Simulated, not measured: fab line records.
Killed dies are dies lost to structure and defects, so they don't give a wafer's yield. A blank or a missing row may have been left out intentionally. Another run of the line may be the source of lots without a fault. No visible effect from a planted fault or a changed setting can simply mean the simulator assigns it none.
Matching of chambers + flow n5-finfet + N5_FIN_SAQP_DESCUM_21 on rie-diel-03 has 4 sister chambers
The step chemistry O2, time 7.9 s. 8 wafers are shown with their chamber, then 8 later ones without.

== WAFERS WITH THEIR CHAMBER ==
| wafer  | chamber | showerhead-plenum-p-Torr (Torr) | drypump-motor-current-A (A) |
|--------|---------|---------------------------------|-----------------------------|
| L080.2 | 3       | 2.15                            | 5.4                         |
| L083.1 | 2       | 2.17                            | 5.3                         |
| L083.2 | 3       | 2.15                            | 5.5                         |
| L083.4 | 0       | 2.07                            | 5.8                         |
| L088.1 | 1       | 2.15                            | 6.4                         |
| L088.5 | 0       | 2.07                            | 5.8                         |
| L088.6 | 1       | 2.15                            | 6.3                         |
| L089.3 | 2       | 2.16                            | 5.3                         |

== WAFERS WITHOUT THEIR CHAMBER ==
| wafer  | showerhead-plenum-p-Torr (Torr) | drypump-motor-current-A (A) |
|--------|---------------------------------|-----------------------------|
| L089.4 | 2.07                            | 5.8                         |
| L089.6 | 2.15                            | 6.4                         |
| L090.2 | 2.16                            | 5.4                         |
| L090.4 | 2.06                            | 5.8                         |
| L090.5 | 2.15                            | 6.3                         |
| L094.2 | 2.06                            | 5.8                         |
| L094.3 | 2.16                            | 5.4                         |
| L094.5 | 2.14                            | 5.5                         |

== WHICH CHAMBER EACH WENT THROUGH ==
| wafer  | from the rows above     | in truth |
|--------|-------------------------|----------|
| L089.4 | 0                       | 0        |
| L089.6 | 1                       | 1        |
| L090.2 | can't be placed: 2 or 3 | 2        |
| L090.4 | 0                       | 0        |
| L090.5 | 1                       | 1        |
| L094.2 | 0                       | 0        |
| L094.3 | can't be placed: 2 or 3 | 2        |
| L094.5 | 3                       | 3        |
Correct placement for 6 of the 8. Unplaceable from these rows: 2, with the true chamber sitting among the candidates in 2. Wrongly placed: 0.
How it was worked out, from the rows above alone: a wafer's distance from a chamber is the root of the sum, over the readings, of the square of ((its reading less the chamber's mean) divided by the reading's scatter). If the next closest chamber is less than 2 further off than the closest, the wafer can't be placed; otherwise it belongs to the closest. The mean given for a chamber averages the wafers shown for that chamber. How the scatter is found: for the shown wafers, subtract from each reading the mean of its chamber, square and add these, divide the total by (wafers less chambers), then take the root.
